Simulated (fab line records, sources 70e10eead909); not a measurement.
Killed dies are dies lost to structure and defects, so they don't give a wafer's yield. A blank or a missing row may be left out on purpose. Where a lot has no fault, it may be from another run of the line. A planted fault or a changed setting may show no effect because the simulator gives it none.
Matching of chambers | flow nandHarc | rieDiel-02 running NHARC_A_ZERO_WELL_DESCUM_12: 4 sister chambers
The step chemistry O2, time 3 s. 14 wafers are shown with their chamber, then 7 later ones without.

## WAFERS PAIRED WITH THEIR CHAMBERS
wafer  | chamber | showerheadPlenumPTorr (Torr) | drypumpMotorCurrentA (A) | rfVppV (V)
L075.1 | 3       | 1.81                         | 5.86                     | 57.2
L075.2 | 0       | 2.05                         | 5.99                     | 57.6
L075.5 | 3       | 1.81                         | 5.86                     | 57.6
L078.2 | 0       | 2.05                         | 5.99                     | 57.7
L078.5 | 0       | 2.04                         | 5.99                     | 58.1
L078.6 | 1       | 1.80                         | 5.70                     | 56.9
L077.1 | 2       | 1.79                         | 5.82                     | 57.2
L077.2 | 1       | 1.80                         | 5.69                     | 57.8
L077.5 | 0       | 2.04                         | 5.96                     | 58.3
L079.1 | 1       | 1.80                         | 5.66                     | 56.6
L079.5 | 1       | 1.80                         | 5.66                     | 57.9
L079.6 | 0       | 2.04                         | 5.98                     | 58.8
L087.1 | 1       | 1.80                         | 5.69                     | 56.1
L087.3 | 3       | 1.81                         | 5.86                     | 57.6

SIGNATURES (means of the wafers above)
reading               | chamber 0 | chamber 1 | chamber 2 | chamber 3 | scatter within a chamber
showerheadPlenumPTorr | 2.0440    | 1.8000    | 1.7900    | 1.8100    | 0.00346
drypumpMotorCurrentA  | 5.9820    | 5.6800    | 5.8200    | 5.8600    | 0.0144
rfVppV                | 58.100    | 57.060    | 57.200    | 57.467    | 0.588
Rule: a wafer's distance from a chamber is the root of the sum, over the readings, of the square of ((its reading less the chamber's mean) divided by the reading's scatter). The wafer belongs to the nearest chamber; if the next one is less than 2 further off, it can't be placed. The scatter: take each reading less its chamber's mean, square it, sum over the shown wafers, divide by the number of wafers less the number of chambers, and take the root.

## WAFERS WITHOUT THEIR CHAMBER
wafer  | showerheadPlenumPTorr (Torr) | drypumpMotorCurrentA (A) | rfVppV (V)
L087.4 | 1.79                         | 5.79                     | 57.1
L090.1 | 1.79                         | 5.81                     | 55.9
L090.3 | 1.81                         | 5.84                     | 58.3
L090.4 | 2.04                         | 5.96                     | 57.3
L091.3 | 1.79                         | 5.77                     | 58.0
L091.5 | 2.04                         | 5.96                     | 59.0
L091.6 | 1.80                         | 5.87                     | 57.3

## WHICH CHAMBER EACH ONE RAN IN
wafer  | from the rows above     | in truth
L087.4 | 2                       | 2
L090.1 | 2                       | 2
L090.3 | 3                       | 3
L090.4 | 0                       | 0
L091.3 | 2                       | 2
L091.5 | 0                       | 0
L091.6 | can't be placed: 3 or 2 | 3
6 of 7 placed correctly. Cannot be placed on the basis of these rows: 1; the candidates contain the true chamber in 1. 0 placed wrongly.
